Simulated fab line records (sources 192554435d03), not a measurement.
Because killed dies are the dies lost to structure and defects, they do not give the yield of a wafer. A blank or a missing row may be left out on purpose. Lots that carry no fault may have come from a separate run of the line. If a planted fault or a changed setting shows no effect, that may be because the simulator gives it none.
fab line records | flow n5_finfet
record: lots: 10 wafers: 28 last_day: 17
route steps=1938 shown BEOL_M6@1197 BEOL_M7@1267 PASSIVATION@1936
lots untouched by any fault: they come from a run of this same line in which no faults occurred
start_h: the number of hours between the record's first day and the start of the first shown wafer of the lot | wait_h: how many hours have passed since the lot's step before this one | " identical to the entry in the row above | L1.1+2: a single row standing in for several wafers | - either no value or no given start | * or withheld: withheld | < > ~ a bound
route shown NAME@n: names a module that has steps shown in the file, with the first one's number in the route | usual: the fault-free wafers' mean and standard deviation | same: alike in all rows | chamber/n: place in a boat | sites: each site's reading | _std_site: the standard deviation of these | _edge_site: mean of outer sites minus mean of inner sites | radius_mm: how far each site lies from the wafer's centre | mask NAME#n: copy n | behind: tool/chamber where the wafer was last shaped | hold: why the lot went on hold/how many hours it stayed there/how the hold came to an end | device: the n, p or np transistor that did not switch | end of line: at the end of the route, the tests of the same wafers | a step given without rows: its recipe and nothing more | killed: dies lost to structure and defects at the first sort, not the wafer's yield | map: per-die view of a wafer (x killed, . not killed, _ where there is no die)
set.NAME: the run value of the setting; set.NAME@STEP: its run value at that earlier step | model.NAME: the simulator's own value behind a step, which no gauge read
a sample of lots followed through the steps of the route, with each step as a table and each wafer as a row
services: from which hour (start_h, from the record's first day; less than 0 if before it) a tool's chamber was out of use, for how many hours, and why
== steps ==
step: N5_BEOL_M6_PECVD_70
recipe: material: SiO2 target_thk_a: 200 temp_c: 400 precursor: TEOS/O2 pressure_torr: 5.5 rf_w: 450 teos_flow_sccm: 53.8 gas: O2 flow_sccm: 3000 time_s: 22.7
usual: heater_power_w: 731/72 showerhead_plenum_p_Torr: 8.80/0.059 showerhead_vpp_V: 1290/53 throttle_valve_pct: 22.3/1.5
columns lot.wafer tool chamber start_h wait_h heater_power_w showerhead_plenum_p_Torr showerhead_vpp_V since_wet_clean_h throttle_valve_pct
L869.2 pecvd-04 1 210.62 0.0 731 8.77 1232 1640 24.4
L869.4 " 1 " " 760 8.77 1233 - 24.8
L869.6 " 0 " " 701 8.73 1196 - 22.3
L868.1 pecvd-04 1 212.52 0.0 792 8.77 1244 1641 24.4
L868.2 " 2 " " 752 8.93 1351 162 19.7
L868.5 " 2 " " 750 8.90 1316 - 19.8
L870.1 pecvd-02 2 218.76 0.0 623 8.81 1281 350 21.8
L870.4 " 1 " " 670 8.78 1270 - 22.9
L870.5 " 0 " " 807 8.79 1391 - 24.1
L874.1 pecvd-02 0 234.48 0.0 815 8.81 1373 1120 23.9
L874.2 " 1 " " 774 8.81 1290 1845 22.9
L874.3 " 2 " " 668 8.82 1311 366 21.9
L877.2 pecvd-04 2 262.00 0.0 766 8.89 1358 212 19.9
L877.5 " 2 " " 748 8.90 1341 - 20.1
L879.2 pecvd-04 1 274.17 0.0 758 8.75 1240 1703 24.4
L879.5 " 2 " " 778 8.89 1345 - 20.0
L879.6 " 1 " " 762 8.76 1249 - 24.6
L880.3 pecvd-04 1 279.28 0.0 741 8.74 1253 1708 24.4
L880.4 " 0 " " 608 8.74 1198 - 22.2
L883.2 pecvd-01 0 289.01 0.0 633 8.72 1251 812 21.7
L883.5 " 2 " " 776 8.83 1346 - 20.4
L883.6 " 0 " " 628 8.75 1274 - 21.8
L884.3 pecvd-02 2 296.57 0.0 735 8.81 1277 428 21.6
L884.4 " 0 " " 838 8.79 1378 - 24.4
L884.5 " 2 " " 565 8.81 1310 - 22.1
L886.1 pecvd-01 1 321.85 0.0 894 8.84 1294 1569 22.5
L886.2 " 0 " " 657 8.75 1293 844 22.1
L886.5 " 2 " " 692 8.81 1321 - 20.3
step: N5_BEOL_M6_ETCH_41
recipe: chemistry: CH3F/O2 target: SiCN target_depth_a: 297 taper_deg: 2 time_s: 52 ion_energy_ev: 120 mask_material: TiN pressure_mtorr: 30 source_w: 395 bias_w: 75 Ar_flow_sccm: 150 CH3F_flow_sccm: 30 O2_flow_sccm: 20
usual: O2_flow_sccm: 20.00/0.056 chamber_pressure_mTorr: 30.00/0.031 drypump_motor_current_A: 5.7/0.42 oes_product_au: 0.79/0.089 rf_vpp_V: 297.1/1.7 showerhead_plenum_p_Torr: 1.99/0.069 throttle_valve_pct: 16.29/0.16
columns lot.wafer tool chamber start_h wait_h O2_flow_sccm chamber_pressure_mTorr drypump_motor_current_A oes_product_au rf_hours_counter_h rf_vpp_V showerhead_plenum_p_Torr throttle_valve_pct
L869.2 rie_diel-06 1 - - 20.06 29.93 5.4 0.75 150 297.5 1.99 16.07
L869.4 " 2 " " 20.05 29.99 5.7 0.92 10 299.0 2.12 15.97
L869.6 " 3 " " 20.02 30.04 6.4 0.70 - 295.0 1.90 16.36
L868.1 rie_diel-06 3 - - 19.97 30.01 6.4 0.70 213 296.9 1.90 16.36
L868.2 " 1 " " 20.10 30.01 5.4 0.76 151 297.2 1.99 16.05
L868.5 " 2 " " 19.99 30.04 5.7 0.93 - 300.5 2.12 15.99
L870.1 rie_diel-03 0 - - 19.97 30.04 6.1 0.79 120 296.4 1.94 16.40
L870.4 " 2 " " 20.02 30.00 6.2 0.72 188 295.0 1.91 16.41
L870.5 " 2 " " 20.01 30.04 6.2 0.73 - 297.2 1.91 16.39
L874.1 rie_diel-03 0 - - 20.01 30.06 6.1 0.80 123 294.8 1.94 16.41
L874.2 " 3 " " 20.00 30.04 5.6 0.85 64 294.1 1.95 16.24
L874.3 " 2 " " 19.91 30.04 6.2 0.72 193 296.1 1.91 16.41
L877.2 rie_diel-03 3 - - 19.94 30.06 5.6 0.84 74 297.5 1.94 16.28
L877.5 " 1 " " 20.13 30.01 5.3 0.90 - 297.9 2.03 16.28
L879.2 rie_diel-06 2 - - 19.92 29.99 5.7 0.88 36 298.9 2.11 16.01
L879.5 " 2 " " 19.93 29.97 5.7 0.88 - 300.1 2.11 16.03
L879.6 " 1 " " 20.02 29.97 5.4 0.75 - 296.9 1.98 16.11
L880.3 rie_diel-03 0 - - 19.94 30.02 6.1 0.78 140 296.1 1.93 16.42
L880.4 " 2 " " 20.00 30.01 6.2 0.71 209 296.4 1.90 16.43
L883.2 rie_diel-06 1 - - 20.10 30.05 5.4 0.73 179 296.9 1.98 16.11
L883.5 " 1 " " 20.03 29.97 5.4 0.74 - 296.8 1.98 16.11
L883.6 " 2 " " 19.99 29.97 5.7 0.87 - 300.0 2.11 16.04
L884.3 rie_diel-03 0 - - 20.11 29.99 6.1 0.77 146 296.6 1.93 16.44
L884.4 " 1 " " 20.04 30.02 5.3 0.89 53 298.8 2.03 16.30
L884.5 " 2 " " 19.95 30.05 6.1 0.71 - 296.3 1.90 16.44
L886.1 rie_diel-03 1 - - 19.82 29.99 5.3 0.87 61 298.0 2.02 16.31
L886.2 " 2 " " 20.01 30.01 6.2 0.70 222 295.7 1.90 16.47
L886.5 " 3 " " 19.99 30.01 5.6 0.81 - 295.9 1.94 16.29
step: N5_BEOL_M6_CMP_52
recipe: stop_on: SiCOH_lowk t_overpolish_s: 6.9 down_force_psi: 1 platen_rpm: 50 clearing_platen_down_force_psi: 1.5 clearing_platen_rpm: 50 post_cmp_clean: cu_alkaline target_thk_nm: 80 clearing_platen_pad_velocity_m_s: 0.99484 pad_velocity_m_s: 0.99484
usual: barrier_field_endpoint_s: 28.9/0.79 clearing_platen_down_force_psi: 1.500/0.0035 motor_current_A: 5.8/0.54 overpolish_run_s: 6.901/0.0093
columns lot.wafer tool chamber start_h wait_h barrier_field_endpoint_s clearing_platen_down_force_psi motor_current_A overpolish_run_s
L869.4 cmp-03 1 218.96 0.2 29.5 1.499 5.1 6.885
L869.2 " 3 " " 28.2 1.504 5.7 6.890
L869.6 " 1 " " 29.9 1.502 5.0 6.895
L868.1 cmp-03 0 221.51 0.3 29.3 1.504 5.4 6.897
L868.2 " 1 " " 29.8 1.501 5.6 6.899
L868.5 " 3 " " 28.2 1.497 5.8 6.903
L870.1 cmp-01 1 224.85 0.3 29.0 1.501 5.6 6.908
L870.4 " 2 " " 28.6 1.503 5.6 6.900
L870.5 " 2 " " 28.3 1.503 5.3 6.912
L874.2 cmp-01 0 239.89 0.2 28.7 1.499 5.8 6.914
L874.3 " 1 " " 28.3 1.500 5.7 6.896
L874.1 " 2 " " 27.7 1.499 5.5 6.892
L877.2 cmp-04 1 268.50 0.3 30.2 1.500 5.9 6.897
L877.5 " 3 " " 46.7 1.501 7.3 0.048
L879.2 cmp-04 0 281.62 0.3 29.3 1.503 6.0 6.891
L879.5 " 1 " " 45.6 1.508 6.1 1.054
L879.6 " 2 " " 29.9 1.504 5.5 6.912
L880.3 cmp-03 3 287.55 0.2 27.2 1.501 5.7 6.895
L880.4 " 2 " " 45.5 1.502 5.6 1.207
L883.2 cmp-04 0 295.54 0.3 29.2 1.498 5.6 6.911
L883.6 " 3 " " 29.3 1.498 6.8 6.885
L883.5 " 0 " " 29.5 1.500 6.1 6.905
L884.3 cmp-03 2 303.06 0.2 27.9 1.498 5.4 6.893
L884.4 " 0 " " 28.6 1.503 5.4 6.903
L884.5 " 1 " " 29.7 1.498 5.4 6.891
L886.2 cmp-04 0 328.46 0.3 29.5 1.497 6.1 6.908
L886.1 " 1 " " 29.2 1.497 6.1 6.908
L886.5 " 3 " " 28.7 1.508 7.4 6.899
step: N5_BEOL_M6_DEP_56
recipe: material: SiCN target_thk_a: 100 temp_c: withheld precursor: 3MS/NH3 pressure_torr: 3 rf_w: 202 time_s: 17.5
usual: showerhead_plenum_p_Torr: 3.667/0.011 showerhead_vpp_V: 868/32 throttle_valve_pct: 9.0/0.58
columns lot.wafer tool chamber start_h wait_h showerhead_plenum_p_Torr showerhead_vpp_V since_wet_clean_h throttle_valve_pct
L869.2 pecvd-04 0 219.28 0.0 3.654 808 923 9.0
L869.4 " 1 " " 3.663 832 - 9.9
L869.6 " 2 " " 3.695 904 - 7.8
L868.1 pecvd-02 0 221.83 0.0 3.671 937 1107 9.6
L868.2 " 1 " " 3.660 839 1832 9.4
L868.5 " 0 " " 3.666 923 - 9.9
L870.1 pecvd-02 0 225.21 0.0 3.660 935 1110 9.7
L870.4 " 1 " " 3.672 871 - 9.1
L870.5 " 2 " " 3.668 860 - 8.8
L874.1 pecvd-04 1 240.25 0.0 3.662 846 1669 9.8
L874.2 " 2 " " 3.690 889 190 8.1
L874.3 " 0 " " 3.652 806 944 8.8
L877.2 pecvd-01 0 268.74 0.0 3.641 849 791 9.1
L877.5 " 0 " " 3.657 860 - 8.8
L879.2 pecvd-04 0 281.86 0.0 3.645 808 986 8.9
L879.5 " 2 " " 3.684 885 - 7.9
L879.6 " 1 " " 3.666 850 - 10.0
L880.3 pecvd-01 1 287.90 0.0 3.673 854 1536 9.0
L880.4 " 2 " " 3.662 901 - 8.1
L883.2 pecvd-01 0 295.86 0.0 3.655 865 818 8.7
L883.5 " 0 " " 3.658 847 - 8.8
L883.6 " 2 " " 3.671 912 - 8.0
L884.3 pecvd-02 2 303.38 0.0 3.675 868 435 8.7
L884.4 " 2 " " 3.671 853 - 8.8
L884.5 " 0 " " 3.667 936 - 9.7
L886.1 pecvd-01 1 328.77 0.0 3.675 868 1576 9.2
L886.2 " 2 " " 3.681 889 63 8.2
L886.5 " 2 " " 3.669 895 - 8.1
step: N5_BEOL_M7_HM_DEP_02
recipe: material: TiN target_thk_a: 200 temp_c: 25 chamber_pressure_pa: 0.49996
usual: throttle_valve_pct: 30.2/1
columns lot.wafer tool chamber start_h wait_h throttle_valve_pct
L869.2 pvd_sputter-01 - 220.97 0.9 31.2
L869.4 " - " " 29.6
L869.6 " - " " 29.5
L868.1 pvd_sputter-02 - 222.69 0.1 30.5
L868.2 " - " " 29.7
L868.5 " - " " 31.5
L870.1 pvd_sputter-03 - 227.14 1.2 29.2
L870.4 " - " " 30.2
L870.5 " - " " 30.3
L874.1 pvd_sputter-01 - 241.57 0.6 31.1
L874.2 " - " " 30.8
L874.3 " - " " 29.6
L877.2 pvd_sputter-03 - 270.32 0.3 31.7
L877.5 " - " " 30.3
L879.2 pvd_sputter-02 - 282.93 0.3 30.5
L879.5 " - " " 29.2
L879.6 " - " " 30.1
L880.3 pvd_sputter-02 - 289.65 1.0 29.2
L880.4 " - " " 30.3
L883.2 pvd_sputter-03 - 296.99 0.2 29.2
L883.5 " - " " 28.8
L883.6 " - " " 30.2
L884.3 pvd_sputter-02 - 306.24 2.1 30.5
L884.4 " - " " 30.1
L884.5 " - " " 29.9
L886.1 pvd_sputter-03 - 329.60 0.1 28.3
L886.2 " - " " 30.3
L886.5 " - " " 28.3
step: N5_PASSIVATION_PROBE_49
usual: defect_limited_yield: 91.3/1.5 killed_at_M0_to_M3: 34/11 killed_at_M4_up: 14/6.1 killed_at_contacts: 12/5.9 killed_at_front_end: 39/11 killed_at_other: 4/3.3 killed_dies: 102/18 killed_on_rim: 13/3.8 killed_open: 67/13 killed_short: 33/7.9 sort_bin_5_function: 5.1/1 sort_bin_6_memory: 3.3/0.7 sort_n_pass: 1077/19 sort_yield_pct: 91.3/1.6
same: gross_dies: 1180 killed_at_back_side: 0 sort_bin_4_leakage[%]: 0 sort_bin_8_speed[%]: 0
columns lot.wafer tool chamber start_h wait_h defect_limited_yield[%] killed_at_M0_to_M3 killed_at_M4_up killed_at_contacts killed_at_front_end killed_at_other killed_dies killed_on_rim killed_open killed_short sort_bin_5_function[%] sort_bin_6_memory[%] sort_n_pass sort_yield_pct[%]
L877.2 prober-02 - 348.25 0.1 93.4 23 11 8 32 4 78 10 48 30 4.5 1.9 1102 93.4
killed by level:class
L877.2 STI_FIN_REVEAL:geometric_particle:open=9 BEOL_M3:geometric_particle:open=9 MOL_CONTACT_COAG:geometric_particle:open=6 STI_FIN_REVEAL:geometric_particle:short=4 ILD0:geometric_particle:short=4 BEOL_M4:geometric_particle:open=4 FIN_SAQP:geometric_particle:short=3 BEOL_M0_SAQP:geometric_particle:open=3
== services ==
columns tool chamber start_h hours kind
cmp-01 - 189.59 0.3 repair
cmp-01 - 193.67 4.0 pm
cmp-03 - 203.49 4.3 repair
cmp-04 - 206.70 4.0 pm
pecvd-02 1 207.07 5.5 scheduled_down
pecvd-02 2 213.03 5.5 scheduled_down
cmp-04 - 217.95 6.5 repair
cmp-01 - 218.47 1.5 repair
pecvd-01 - 219.34 6.0 pm
rie_diel-03 0 223.19 7.0 repair
cmp-03 - 234.33 1.3 repair
pecvd-01 2 234.42 2.5 repair
pecvd-01 2 236.96 - clean
pecvd-01 2 236.96 - consumable_replace:showerhead
cmp-01 - 241.90 1.7 repair
rie_diel-06 3 249.82 7.8 repair
cmp-01 - 256.66 12.8 pm
rie_diel-06 1 268.25 3.5 repair
cmp-03 - 281.47 1.8 repair
pvd_sputter-01 - 290.79 0.8 repair
pvd_sputter-01 - 294.87 7.9 repair
pecvd-02 - 303.54 3.5 repair
cmp-04 - 308.37 1.9 repair
pecvd-01 0 316.01 5.0 repair
== key ==
first_sign: step: N5_BEOL_M6_CMP_52 reading: overpolish_run_s direction: down sigmas: 99+ usual: 6.901 struck: 0.769
effect: step: N5_BEOL_M6_CMP_52 reading: barrier_field_endpoint_s direction: up sigmas: 22 usual: 28.9 struck: 45.9
met_at N5_BEOL_M6_PECVD_70
struck_lots L877,L879,L880
struck_wafers L877.5,L879.5,L880.4
not_acting_at N5_BEOL_M6_ETCH_41,N5_BEOL_M6_DEP_56,N5_BEOL_M7_HM_DEP_02
onset_between 212.52 262.00
fault: kind: process_parameter_drift tool: pecvd-04 chamber: - onset_h: 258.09 steps: N5_BEOL_M6_PECVD_70 channel: time_s offset: * shape: step end_h: 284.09 scope: struck_wafers_only acts_in: * stated: *
